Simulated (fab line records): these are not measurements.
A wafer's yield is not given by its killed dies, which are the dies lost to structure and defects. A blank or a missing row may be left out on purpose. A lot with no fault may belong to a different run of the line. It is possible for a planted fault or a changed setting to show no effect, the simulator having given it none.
Struck lot and sound lot, side by side || flow n5-finfet || 36 out of 1938 route steps
Sound: wafers L522.2, L522.3, L522.6. Struck: wafers L533.1, L533.3, L533.6. The cause is named last.
For every step that has rows: the tool of each side, followed by ch and its chambers, followed by its first start. Under that, the readings that differ: sound wafers || struck wafers || difference of the means || sigmas: that difference in standard deviations of wafers without a fault.
alike: same words and numbers on both sides, and readings whose means sit less than 2 such deviations apart. not compared: any withheld reading, any reading some wafer has no value for, any bound like >300 that may hide the same value, and any number with overlapping values for which the record gives no deviation.
A row with sigmas, a row that says differs or no value, or rows on one side alone: a step with any of these is where the two part. When numbers do not overlap yet have no deviation, they are printed without sigmas and do not part them. A reading missing from all wafers of one side parts the sides only when that side holds two or more wafers.

first, 12 steps without rows for these wafers: N5_BEOL_M2_SPUTTER_81 (material Cu, target thk 4.5 nm, time 8.29 s); N5_BEOL_M2_ANNEAL_82 (time 240 s); N5_BEOL_M2_SPUTTER_86 (material Cu, target thk 4.5 nm, time 8.29 s); N5_BEOL_M2_ANNEAL_87 (time 240 s); N5_BEOL_M2_SPUTTER_88 (material Cu, target thk 4.5 nm, time 8.29 s); N5_BEOL_M2_ANNEAL_89 (time 240 s); N5_BEOL_M2_SPUTTER_90 (material Cu, target thk 4.5 nm, time 8.29 s); N5_BEOL_M2_ANNEAL_91 (time 240 s); N5_BEOL_M2_SPUTTER_92 (material Cu, target thk 4.5 nm, time 8.29 s); N5_BEOL_M2_ANNEAL_93 (time 240 s); N5_BEOL_M2_SPUTTER_94 (material Cu, target thk 4.5 nm, time 8.29 s); N5_BEOL_M2_ANNEAL_95 (time 240 s).
N5_BEOL_M2_SPUTTER_96: material Cu, target thk 4.5 nm, time 8.29 s.
  sound on pvd-sputter-02 at day 8 16:16; struck on pvd-sputter-03 at day 11 13:15
  alike: throttle-valve-pct
then, 22 steps without rows for these wafers: N5_BEOL_M2_ECD_50 (material Cu, target thk 300 nm); N5_BEOL_M2_ANNEAL_51 (time 90 s); N5_BEOL_M2_CMP_52 (polishes, stops on SiOC, t overpolish 6.8 s, target thk 40 nm); N5_BEOL_M2_PRE_CLEAN_60 (time 15 s); N5_BEOL_M2_CO_CAP_55 (material Co, precursor CCTBA/H2, target thk 2 nm, time 102.1 s); N5_BEOL_M2_PRE_CLEAN_56 (time 15 s); N5_BEOL_M2_DEP_57 (deposits SiCN from 3MS/NH3, target thk 8 nm, time 14 s); N5_BEOL_M3_ILD_DEP_00 (deposits SiOC from DEMS/O2, target thk 79 nm, time 15.3 s); N5_BEOL_M3_PECVD_72 (deposits SiO2 from TEOS/O2, target thk 16 nm, time 18 s); N5_BEOL_M3_HM_DEP_02 (deposits TiN, target thk 20 nm); N5_BEOL_M3_COAT_61 (time 60 s, resist thk 60 nm); N5_BEOL_M3_COAT_62 (time 60 s, resist thk 12 nm); N5_BEOL_M3_COAT_73 (time 60 s, resist thk 5 nm); N5_BEOL_M3_COAT_05 (resist thk 30 nm); N5_BEOL_M3_EBR_07; N5_BEOL_M3_SOFTBAKE_06 (time 60 s); N5_BEOL_M3_EXPOSE_08 (exposes mask M3); N5_BEOL_M3_PEB_09 (peb time 60 s); N5_BEOL_M3_DEVELOP_10 (develop time 30 s); N5_BEOL_M3_DESCUM_16 (chemistry O2, time 7 s); N5_BEOL_M3_ETCH_74 (etches underlayer in N2/H2, target depth 6.5 nm, time 5.2 s); N5_BEOL_M3_ETCH_63 (etches SiARC in CF4, target depth 15.6 nm, time 26 s).
-- a jump in the record: the struck wafers' starts before and after are 5 days apart (it breaks off in module BEOL_M3 and resumes in module PASSIVATION, where the first step shown is number 1936 of the route) --
N5_PASSIVATION_PROBE_49:
  the record has rows for the struck wafers here (prober-01, day 16 13:11) and none for the sound ones

## WHERE THEY PART
Within this record, at N5_PASSIVATION_PROBE_49 only.

WHY: what the simulator had put in
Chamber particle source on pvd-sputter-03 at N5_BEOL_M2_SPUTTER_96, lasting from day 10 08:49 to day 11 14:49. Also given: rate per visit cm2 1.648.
